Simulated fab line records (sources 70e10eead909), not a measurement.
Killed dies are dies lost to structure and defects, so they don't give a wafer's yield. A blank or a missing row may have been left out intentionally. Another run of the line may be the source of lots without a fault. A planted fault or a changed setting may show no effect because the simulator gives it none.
Which of the tools did it?    flow nand_harc    12 lots, 36 wafers sampled, at 1 step of a route of 1159

== WHAT EACH GAUGE READ, for each wafer ==
NHARC_P_GATE_CD_MEAS_46: the cd target is 720 nm.
lot   measured      on         cd_nm (nm)
L075  day 5 08:40   cd_sem-02  718.1 719.6 718.8
L076  day 5 21:37   cd_sem-03  720.7 720.3 721.2
L079  day 6 04:59   cd_sem-03  715.6 713.4 715.8
L080  day 6 22:26   cd_sem-01  724.6 719.4 721.9
L083  day 7 10:07   cd_sem-02  724.7 719.6 720.6
L085  day 7 20:41   cd_sem-02  717.1 714.8 716.3
L086  day 8 13:55   cd_sem-01  722.6 719.6 718.7
L089  day 9 07:30   cd_sem-02  716.1 713.8 717.2
L091  day 9 13:44   cd_sem-03  723.6 718.7 718.5
L093  day 9 20:19   cd_sem-02  719.3 720.7 715.9
L095  day 10 11:05  cd_sem-02  718.1 720.2 716.1
L097  day 10 18:50  cd_sem-03  721.7 717.1 717.3

== EACH LOT AND THE TOOL THAT RAN IT (in order: tool; ch and the chambers of the sampled wafers; start) ==
Record: no process step prior to these readings.

== THE ANSWER, worked out from the rows above alone ==
Rule: the lots themselves supply what counts as usual. The widest of any qualifying gaps counts: lots, ordered by their means at a reading, are off when they make up no more than a third of the lots, leave a main group of 4 or more, and stand apart from it by 3 or more times the standard deviation of that group's means. A main group whose means are all the same, to the digits that the tables above print for the reading, isn't used. A lot without any number at a reading at which 4 lots or more have one is off too. The other lots that the step has rows for count as sound.
No lot is off at any reading shown: from this, nothing can be told.

== WHAT THE SIMULATOR PUT IN ==
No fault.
